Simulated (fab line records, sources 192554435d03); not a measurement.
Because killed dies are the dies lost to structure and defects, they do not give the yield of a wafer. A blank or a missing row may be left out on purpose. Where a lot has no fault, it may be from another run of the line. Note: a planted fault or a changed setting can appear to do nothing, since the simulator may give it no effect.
Lot-split experiment / flow n5_finfet / 7 lots, 21 wafers read, on a route of 1938 steps

## ABOUT THE SPLIT
At N5_BEOL_M15_TRENCH_ETCH_34 (etches SiO2 in C4F8/O2/Ar, target depth 872.93 nm, time 199 s), the setting bias_w was moved away from the recipe's 2040 W on 3 of the 21 wafers read, by -14.6% to +14.0%. For the rest of the wafers, this setting stayed at what the recipe calls for.

Reading taken at the split's own step.

## THE READING
rf_vpp_V, in V, at N5_BEOL_M15_TRENCH_ETCH_34 (etches SiO2 in C4F8/O2/Ar, target depth 872.93 nm, time 199 s). On this fab line, fault-free wafers typically give 2232 V with a standard deviation of 38 V.

wafer=L076.3; tool, chamber at the split=rie_diel-06, 3; bias_w as run, W=2040; against the recipe=recipe; rf_vpp_V, V=2201; against lot-mates on the recipe=-
wafer=L076.5; tool, chamber at the split=rie_diel-06, 2; bias_w as run, W=2040; against the recipe=recipe; rf_vpp_V, V=2206; against lot-mates on the recipe=-
wafer=L076.6; tool, chamber at the split=rie_diel-06, 1; bias_w as run, W=2040; against the recipe=recipe; rf_vpp_V, V=2226; against lot-mates on the recipe=-
wafer=L080.2; tool, chamber at the split=rie_diel-01, 2; bias_w as run, W=2040; against the recipe=recipe; rf_vpp_V, V=2286; against lot-mates on the recipe=-
wafer=L080.5; tool, chamber at the split=rie_diel-01, 0; bias_w as run, W=2040; against the recipe=recipe; rf_vpp_V, V=2301; against lot-mates on the recipe=-
wafer=L080.6; tool, chamber at the split=rie_diel-01, 3; bias_w as run, W=2040; against the recipe=recipe; rf_vpp_V, V=2234; against lot-mates on the recipe=-
wafer=L082.3; tool, chamber at the split=rie_diel-05, 2; bias_w as run, W=2040; against the recipe=recipe; rf_vpp_V, V=2225; against lot-mates on the recipe=-
wafer=L082.5; tool, chamber at the split=rie_diel-05, 1; bias_w as run, W=1742; against the recipe=-14.6%; rf_vpp_V, V=1943; against lot-mates on the recipe=-289
wafer=L082.6; tool, chamber at the split=rie_diel-05, 0; bias_w as run, W=2040; against the recipe=recipe; rf_vpp_V, V=2239; against lot-mates on the recipe=-
wafer=L084.1; tool, chamber at the split=rie_diel-05, 1; bias_w as run, W=2040; against the recipe=recipe; rf_vpp_V, V=2172; against lot-mates on the recipe=-
wafer=L084.2; tool, chamber at the split=rie_diel-05, 0; bias_w as run, W=1777; against the recipe=-12.9%; rf_vpp_V, V=2031; against lot-mates on the recipe=-166
wafer=L084.6; tool, chamber at the split=rie_diel-05, 2; bias_w as run, W=2040; against the recipe=recipe; rf_vpp_V, V=2223; against lot-mates on the recipe=-
wafer=L094.1; tool, chamber at the split=rie_diel-01, 3; bias_w as run, W=2040; against the recipe=recipe; rf_vpp_V, V=2232; against lot-mates on the recipe=-
wafer=L094.4; tool, chamber at the split=rie_diel-01, 0; bias_w as run, W=2040; against the recipe=recipe; rf_vpp_V, V=2301; against lot-mates on the recipe=-
wafer=L094.5; tool, chamber at the split=rie_diel-01, 2; bias_w as run, W=2040; against the recipe=recipe; rf_vpp_V, V=2285; against lot-mates on the recipe=-
wafer=L089.1; tool, chamber at the split=rie_diel-06, 0; bias_w as run, W=2040; against the recipe=recipe; rf_vpp_V, V=2192; against lot-mates on the recipe=-
wafer=L089.4; tool, chamber at the split=rie_diel-06, 2; bias_w as run, W=2040; against the recipe=recipe; rf_vpp_V, V=2203; against lot-mates on the recipe=-
wafer=L089.6; tool, chamber at the split=rie_diel-06, 1; bias_w as run, W=2040; against the recipe=recipe; rf_vpp_V, V=2223; against lot-mates on the recipe=-
wafer=L091.3; tool, chamber at the split=rie_diel-06, 1; bias_w as run, W=2040; against the recipe=recipe; rf_vpp_V, V=2223; against lot-mates on the recipe=-
wafer=L091.4; tool, chamber at the split=rie_diel-06, 2; bias_w as run, W=2040; against the recipe=recipe; rf_vpp_V, V=2202; against lot-mates on the recipe=-
wafer=L091.5; tool, chamber at the split=rie_diel-06, 1; bias_w as run, W=2325; against the recipe=+14.0%; rf_vpp_V, V=2434; against lot-mates on the recipe=+222

THE FIT
A straight line over all 21 wafers: rf_vpp_V changes by +16.7 V for each +1% of bias_w; r = +0.92; the points scatter about the line by 38 V.
The same after taking each lot's own level away (the mean of its wafers on the recipe; 21 wafers): +16.5 V for each +1%; r = +0.96; scatter 25 V.
Per that fit: largest bias_w move, reading shift of 2.4e+02 V.
Measured against the standard deviation above, the lots' own levels, which go from 2197.5 to 2273.7 V, span 2.0 times it.
So the lot-to-lot level changes the slope little: the two slopes agree.
Check: -210 V against its lot-mates is what the line predicts for one of the wafers moved furthest among these (-14.6%) when that wafer is left out of the fit. Against them it came out at -289 V.
Tool readings at the split's step, against how far the setting was moved: rf_vpp_V r = +0.92.

## OTHER SPLITS APPLIED TO THESE WAFERS
Other splits were also applied to these wafers ahead of the reading. Each is held against what the fit with the lots' levels taken away leaves over:
other split on the same wafers=N5_BEOL_M12_STRIP_37 h2_flow_sccm; wafers away from the commonest value=6; r with rf_vpp_V (lot level and that fit taken away)=+0.05

## FILE'S OWN FIT
rf_vpp_V changes by +16.5 V for each +1% of bias_w, r = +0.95.
